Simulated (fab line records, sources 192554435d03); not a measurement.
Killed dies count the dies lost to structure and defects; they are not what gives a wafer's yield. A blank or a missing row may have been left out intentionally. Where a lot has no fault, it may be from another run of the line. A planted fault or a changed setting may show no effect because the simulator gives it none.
The tool behind it: which one? ; flow n5-finfet ; Sampling: 9 lots, 27 wafers, 5 of 1938 route steps

## WHAT EACH GAUGE READ, for each wafer
N5_BEOL_M4_RC_MEAS_101. Usual: DIBL_N 36.4 mV/V, standard deviation 1.4; DIBL_P 36.3 mV/V, standard deviation 1.8; IOFF_N 0.163 nA/um, standard deviation 0.024; IOFF_P 0.21 nA/um, standard deviation 0.034; ION_N 673 uA/um, standard deviation 11; ION_P 461 uA/um, standard deviation 7.4; SS_N 71.6 mV/dec, standard deviation 0.52; SS_P 73.3 mV/dec, standard deviation 0.58; VT_N 249.4 mV, standard deviation 2.5; VT_P -250 mV, standard deviation 3.5.
lot;measured;on;DIBL_N (mV/V);DIBL_P (mV/V);IOFF_N (nA/um);IOFF_P (nA/um);ION_N (uA/um);ION_P (uA/um);SS_N (mV/dec);SS_P (mV/dec);VT_N (mV);VT_P (mV);flag
L484;day 8 00:08;prober-02;36.6 35.5 36.9;36.5 34.1 37.0;0.169 0.153 0.187;0.20 0.18 0.21;686 669 699;462 451 465;70.9 70.7 71.5;72.7 72.3 73.4;248.1 248.6 246.2;-253 -252 -252;
L485;day 8 02:40;prober-02;37.2 36.7 37.6;37.1 37.9 37.5;0.176 0.180 0.190;0.21 0.23 0.22;668 684 673;451 467 456;71.9 71.8 71.6;73.0 73.3 72.7;248.3 248.2 248.1;-249 -249 -249;
L486;day 8 07:10;prober-01;37.2 37.2 37.5;38.0 37.4 38.2;0.170 0.169 0.181;0.25 0.24 0.24;663 668 666;456 462 459;71.9 71.2 71.9;73.8 73.4 73.8;245.9 249.0 246.9;-246 -248 -248;
L487;day 8 18:12;prober-02;36.8 36.2 35.0;37.2 36.3 35.3;0.173 0.167 0.147;0.19 0.19 0.17;674 685 668;449 455 453;71.8 71.4 71.9;73.8 72.5 72.8;246.7 246.7 251.3;-254 -254 -254;
L493;day 10 09:15;prober-01;36.0 35.0;35.9 34.5;0.159 0.145;0.20 0.18;652 659;450 446;72.2 71.7;73.1 73.3;250.4 254.1;-250 -253;
L501;day 12 02:36;prober-01;36.4 34.9 35.2;37.2 35.6 36.2;0.175 0.147 0.153;0.22 0.19 0.19;676 683 682;461 465 468;71.5 70.5 70.8;73.4 72.6 72.1;248.3 248.1 249.0;-248 -251 -251;
L502;day 11 22:14;prober-01;35.6 35.3 37.2;34.6 34.4 37.2;0.142 0.139 0.175;0.17 0.17 0.21;658 671 675;449 454 463;71.2 71.2 71.5;72.6 72.4 73.6;251.1 253.0 246.6;-254 -258 -252;
L504;day 12 22:25;prober-01;39.8 38.6 38.2;39.1 37.8 37.4;0.201 0.186 0.171;0.26 0.25 0.23;667 684 666;458 467 463;71.8 71.5 71.7;74.0 73.6 73.3;250.8 249.1 248.9;-245 -245 -247;
L507;day 13 18:05;prober-01;37.4 40.3 36.6;35.5 38.7 33.9;0.158 0.217 0.146;0.23 0.30 0.22;674 691 656;466 465 458;71.0 72.4 71.6;73.2 73.9 72.1;249.3 245.3 254.2;-247 -242 -247;

N5_PASSIVATION_OVL_MEAS_66. Usual: PASS_OPEN_OVL typically reads 4 nm, with standard deviation 5.
lot;measured;on;PASS_OPEN_OVL (nm);flag
L484;day 12 00:24;overlay-01;4 8 18;
L485;day 12 05:45;overlay-02;3 2 3;
L486;day 12 09:59;overlay-02;4 3 9;
L487;day 12 14:46;overlay-01;5 7 8;
L493;day 14 12:55;overlay-02;7 7;
L501;day 16 07:31;overlay-01;8 8 3;
L502;day 16 18:56;overlay-01;8 4 6;
L504;day 17 13:31;overlay-02;7 9 4;
L507;day 18 19:55;overlay-01;0 -1 3;

## EACH LOT AND THE TOOL THAT RAN IT (in order: tool; ch and the chambers of the sampled wafers; start)
lot;N5_SDB_ETCH_18;N5_PASSIVATION_ETCH_15;N5_PASSIVATION_DESCUM_32
L484;rie-diel-06 ch 1,2,3, day 3 16:32;rie-diel-01 ch 0,1,2, day 11 22:43 or earlier;rie-diel-03 ch 0,1,3, day 11 22:43
L485;rie-diel-06 ch 0,2,3, day 3 23:41;rie-diel-02 ch 0,1,3, day 12 03:56 or earlier;rie-diel-06 ch 0,2,3, day 12 03:56
L486;rie-diel-04 ch 0,1,2, day 4 04:58;rie-diel-05 ch 0,3, day 12 08:09 or earlier;rie-diel-04 ch 0,1,3, day 12 08:09
L487;rie-diel-06 ch 1,2,3, day 4 10:34;rie-diel-05 ch 0,1,3, day 12 13:05 or earlier;rie-diel-04 ch 0,1, day 12 13:05
L493;rie-diel-06 ch 0,1,2, day 6 01:49;rie-diel-01 ch 3, day 14 11:06 or earlier;rie-diel-03 ch 0,2, day 14 11:06
L501;rie-diel-04 ch 0,2, day 7 23:36;rie-diel-02 ch 0,1,3, day 16 05:42 or earlier;rie-diel-03 ch 0,1, day 16 05:42
L502;rie-diel-04 ch 0,1,3, day 8 05:22;rie-diel-01 ch 0,1,2, day 16 17:03 or earlier;rie-diel-06 ch 1,2,3, day 16 17:03
L504;rie-diel-04 ch 0,1,2, day 8 16:59;rie-diel-02 ch 0,1,2, day 17 11:40 or earlier;rie-diel-06 ch 0,1,3, day 17 11:40
L507;rie-diel-06 ch 1,3, day 9 17:27;rie-diel-05 ch 0,2,3, day 18 18:14 or earlier;rie-diel-06 ch 0,2, day 18 18:14
- N5_SDB_ETCH_18: etches SOC in N2/H2, target depth 100 nm, overetch 20 nm, time 150 s.
- N5_PASSIVATION_ETCH_15: etches SiCN in CF4/N2, target depth 75 nm, time 81.2 s.
- N5_PASSIVATION_DESCUM_32: chemistry O2, time 7.9 s.

## WHAT THE TOOLS THEMSELVES READ (means of the sampled wafers that have a number; where no wafer has one, the mark that the record gives instead)
N5_SDB_ETCH_18. Usual: drypump-motor-current-A 5.6 A, standard deviation 0.4; oes-product-au 0.73 a.u., standard deviation 0.071; rf-vpp-V 525.0 V, standard deviation 2.3; showerhead-plenum-p-Torr 2.59 Torr, standard deviation 0.078; throttle-valve-pct 17.8 %, standard deviation 0.34.
lot;tool;drypump-motor-current-A (A);oes-product-au (a.u.);rf-vpp-V (V);showerhead-plenum-p-Torr (Torr);throttle-valve-pct (%);flag
L484;rie-diel-06;5.6;0.72;523.0;2.53;18.0;
L485;rie-diel-06;5.7;0.70;524.0;2.55;17.9;
L486;rie-diel-04;5.6;0.75;527.4;2.65;17.8;
L487;rie-diel-06;5.6;0.71;523.9;2.53;18.1;
L493;rie-diel-06;5.3;0.70;522.8;2.49;17.9;
L501;rie-diel-04;5.5;0.75;526.1;2.66;17.8;
L502;rie-diel-04;5.6;0.80;526.6;2.63;17.7;
L504;rie-diel-04;5.6;0.78;526.7;2.63;17.7;
L507;rie-diel-06;6.1;0.64;524.7;2.56;18.2;

N5_PASSIVATION_ETCH_15. Usual: drypump-motor-current-A 5.9 A, standard deviation 0.32; oes-product-au 0.81 a.u., standard deviation 0.082; rf-vpp-V 382.4 V, standard deviation 1.1; showerhead-plenum-p-Torr 2.21 Torr, standard deviation 0.038; throttle-valve-pct 15.40 %, standard deviation 0.25.
lot;tool;drypump-motor-current-A (A);oes-product-au (a.u.);rf-vpp-V (V);showerhead-plenum-p-Torr (Torr);throttle-valve-pct (%);flag
L484;rie-diel-01;5.9;0.86;382.4;2.23;15.29;
L485;rie-diel-02;5.8;0.74;382.4;2.20;15.49;
L486;rie-diel-05;6.0;0.79;383.1;2.25;15.54;
L487;rie-diel-05;6.0;0.79;383.2;2.25;15.39;
L493;rie-diel-01;5.8;0.76;379.9;2.12;15.75;
L501;rie-diel-02;5.8;0.72;381.7;2.19;15.55;
L502;rie-diel-01;5.9;0.90;381.9;2.22;15.19;
L504;rie-diel-02;6.0;0.76;382.5;2.21;15.63;
L507;rie-diel-05;5.9;0.80;382.9;2.23;15.39;

N5_PASSIVATION_DESCUM_32. Usual: drypump-motor-current-A 5.5 A, standard deviation 0.47; oes-product-au 0.80 a.u., standard deviation 0.087; rf-vpp-V 242.7 V, standard deviation 1.4; showerhead-plenum-p-Torr 2.07 Torr, standard deviation 0.069; throttle-valve-pct 20.47 %, standard deviation 0.29.
lot;tool;drypump-motor-current-A (A);oes-product-au (a.u.);rf-vpp-V (V);showerhead-plenum-p-Torr (Torr);throttle-valve-pct (%);flag
L484;rie-diel-03;5.4;0.89;242.0;2.08;20.45;
L485;rie-diel-06;5.7;0.72;242.1;2.07;20.49;
L486;rie-diel-04;5.5;0.84;244.5;2.15;20.35;
L487;rie-diel-04;5.7;0.85;243.7;2.16;20.46;
L493;rie-diel-03;5.3;0.81;244.2;2.12;20.32;
L501;rie-diel-03;5.3;0.81;242.6;2.04;20.48;
L502;rie-diel-06;5.6;0.78;241.7;2.04;20.59;
L504;rie-diel-06;5.8;0.86;242.3;2.06;20.37;
L507;rie-diel-06;5.3;0.88;242.0;2.04;20.22;

## THE ANSWER, worked out from the rows above alone
Rule: lot off if the mean of its wafers having a number is beyond 3 standard deviations from the usual mean. Also off: a lot with no number at a reading for which 4 or more lots have one. All remaining lots with rows at the step are treated as sound. First the gauges in route order, then the tools' own readings, where a lot's mean is used as printed above. At the first step where some lot is off, the reading lying furthest off is the one used; lots without a number count as furthest.
Nothing can be told from this: no lot is off at any reading shown.

## WHAT HAD BEEN PUT IN BY THE SIMULATOR
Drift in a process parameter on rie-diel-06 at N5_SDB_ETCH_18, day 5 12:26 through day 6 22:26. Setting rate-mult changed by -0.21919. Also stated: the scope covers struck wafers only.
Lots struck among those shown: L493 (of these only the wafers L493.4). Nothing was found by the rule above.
